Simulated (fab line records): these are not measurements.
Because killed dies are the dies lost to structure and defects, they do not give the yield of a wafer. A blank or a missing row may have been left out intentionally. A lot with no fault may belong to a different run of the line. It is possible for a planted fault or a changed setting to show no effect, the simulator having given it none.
Chamber matching :: flow n5-finfet :: N5_BEOL_M3_DESCUM_33 on rie-diel-03: 4 sister chambers
The step chemistry O2, time 7 s. 20 wafers are shown with their chamber, then 10 later ones without.

== WAFERS PAIRED WITH THEIR CHAMBERS ==
wafer: L074.3
chamber: 0
drypump-motor-current-A (A): 5.5
throttle-valve-pct (%): 20.70
showerhead-plenum-p-Torr (Torr): 2.09

wafer: L074.4
chamber: 2
drypump-motor-current-A (A): 5.0
throttle-valve-pct (%): 20.42
showerhead-plenum-p-Torr (Torr): 2.18

wafer: L074.5
chamber: 3
drypump-motor-current-A (A): 5.4
throttle-valve-pct (%): 20.47
showerhead-plenum-p-Torr (Torr): 2.14

wafer: L075.2
chamber: 0
drypump-motor-current-A (A): 5.6
throttle-valve-pct (%): 20.72
showerhead-plenum-p-Torr (Torr): 2.08

wafer: L075.4
chamber: 3
drypump-motor-current-A (A): 5.4
throttle-valve-pct (%): 20.49
showerhead-plenum-p-Torr (Torr): 2.13

wafer: L075.6
chamber: 1
drypump-motor-current-A (A): 6.1
throttle-valve-pct (%): 20.08
showerhead-plenum-p-Torr (Torr): 2.01

wafer: L076.1
chamber: 0
drypump-motor-current-A (A): 5.5
throttle-valve-pct (%): 20.70
showerhead-plenum-p-Torr (Torr): 2.08

wafer: L076.4
chamber: 2
drypump-motor-current-A (A): 5.0
throttle-valve-pct (%): 20.45
showerhead-plenum-p-Torr (Torr): 2.17

wafer: L076.6
chamber: 0
drypump-motor-current-A (A): 5.5
throttle-valve-pct (%): 20.72
showerhead-plenum-p-Torr (Torr): 2.08

wafer: L077.1
chamber: 1
drypump-motor-current-A (A): 6.1
throttle-valve-pct (%): 20.08
showerhead-plenum-p-Torr (Torr): 2.01

wafer: L077.2
chamber: 0
drypump-motor-current-A (A): 5.5
throttle-valve-pct (%): 20.74
showerhead-plenum-p-Torr (Torr): 2.08

wafer: L077.5
chamber: 1
drypump-motor-current-A (A): 6.1
throttle-valve-pct (%): 20.09
showerhead-plenum-p-Torr (Torr): 2.00

wafer: L084.3
chamber: 3
drypump-motor-current-A (A): 5.4
throttle-valve-pct (%): 20.51
showerhead-plenum-p-Torr (Torr): 2.13

wafer: L084.5
chamber: 0
drypump-motor-current-A (A): 5.5
throttle-valve-pct (%): 20.72
showerhead-plenum-p-Torr (Torr): 2.08

wafer: L084.6
chamber: 1
drypump-motor-current-A (A): 6.1
throttle-valve-pct (%): 20.08
showerhead-plenum-p-Torr (Torr): 2.00

wafer: L085.3
chamber: 0
drypump-motor-current-A (A): 5.5
throttle-valve-pct (%): 20.73
showerhead-plenum-p-Torr (Torr): 2.08

wafer: L085.4
chamber: 2
drypump-motor-current-A (A): 5.0
throttle-valve-pct (%): 20.45
showerhead-plenum-p-Torr (Torr): 2.17

wafer: L085.6
chamber: 0
drypump-motor-current-A (A): 5.5
throttle-valve-pct (%): 20.74
showerhead-plenum-p-Torr (Torr): 2.08

wafer: L088.3
chamber: 1
drypump-motor-current-A (A): 6.1
throttle-valve-pct (%): 20.12
showerhead-plenum-p-Torr (Torr): 2.00

wafer: L088.5
chamber: 1
drypump-motor-current-A (A): 6.1
throttle-valve-pct (%): 20.09
showerhead-plenum-p-Torr (Torr): 2.00

SIGNATURES (means of the wafers above)
reading: drypump-motor-current-A
chamber 0: 5.513
chamber 1: 6.100
chamber 2: 5.000
chamber 3: 5.400
scatter within a chamber: 0.0234

reading: throttle-valve-pct
chamber 0: 20.7212
chamber 1: 20.0900
chamber 2: 20.4400
chamber 3: 20.4900
scatter within a chamber: 0.0164

reading: showerhead-plenum-p-Torr
chamber 0: 2.0812
chamber 1: 2.0033
chamber 2: 2.1733
chamber 3: 2.1333
scatter within a chamber: 0.0047
Rule: a wafer's distance from a chamber is the root of the sum, over the readings, of the square of ((its reading less the chamber's mean) divided by the reading's scatter). The wafer belongs to the nearest chamber; if the next one is less than 2 further off, it can't be placed. The scatter is the square root of a quotient: the sum, over the shown wafers, of each reading's squared deviation from its chamber's mean, divided by wafers minus chambers.

== WAFERS MISSING THEIR CHAMBER ==
wafer: L088.6
drypump-motor-current-A (A): 5.0
throttle-valve-pct (%): 20.47
showerhead-plenum-p-Torr (Torr): 2.17

wafer: L089.2
drypump-motor-current-A (A): 5.0
throttle-valve-pct (%): 20.48
showerhead-plenum-p-Torr (Torr): 2.17

wafer: L089.4
drypump-motor-current-A (A): 5.3
throttle-valve-pct (%): 20.53
showerhead-plenum-p-Torr (Torr): 2.12

wafer: L089.5
drypump-motor-current-A (A): 6.1
throttle-valve-pct (%): 20.11
showerhead-plenum-p-Torr (Torr): 2.00

wafer: L091.1
drypump-motor-current-A (A): 5.5
throttle-valve-pct (%): 20.76
showerhead-plenum-p-Torr (Torr): 2.07

wafer: L091.3
drypump-motor-current-A (A): 5.0
throttle-valve-pct (%): 20.48
showerhead-plenum-p-Torr (Torr): 2.17

wafer: L091.4
drypump-motor-current-A (A): 5.3
throttle-valve-pct (%): 20.53
showerhead-plenum-p-Torr (Torr): 2.12

wafer: L096.1
drypump-motor-current-A (A): 6.1
throttle-valve-pct (%): 20.11
showerhead-plenum-p-Torr (Torr): 2.00

wafer: L096.3
drypump-motor-current-A (A): 5.3
throttle-valve-pct (%): 20.53
showerhead-plenum-p-Torr (Torr): 2.12

wafer: L096.6
drypump-motor-current-A (A): 5.6
throttle-valve-pct (%): 20.75
showerhead-plenum-p-Torr (Torr): 2.07

== EACH ONE'S CHAMBER ==
wafer: L088.6
from the rows above: 2
in truth: 2

wafer: L089.2
from the rows above: 2
in truth: 2

wafer: L089.4
from the rows above: 3
in truth: 3

wafer: L089.5
from the rows above: 1
in truth: 1

wafer: L091.1
from the rows above: 0
in truth: 0

wafer: L091.3
from the rows above: 2
in truth: 2

wafer: L091.4
from the rows above: 3
in truth: 3

wafer: L096.1
from the rows above: 1
in truth: 1

wafer: L096.3
from the rows above: 3
in truth: 3

wafer: L096.6
from the rows above: 0
in truth: 0
Correctly placed: 10 of 10. From these rows, 0 cannot be placed. 0 placed wrongly.
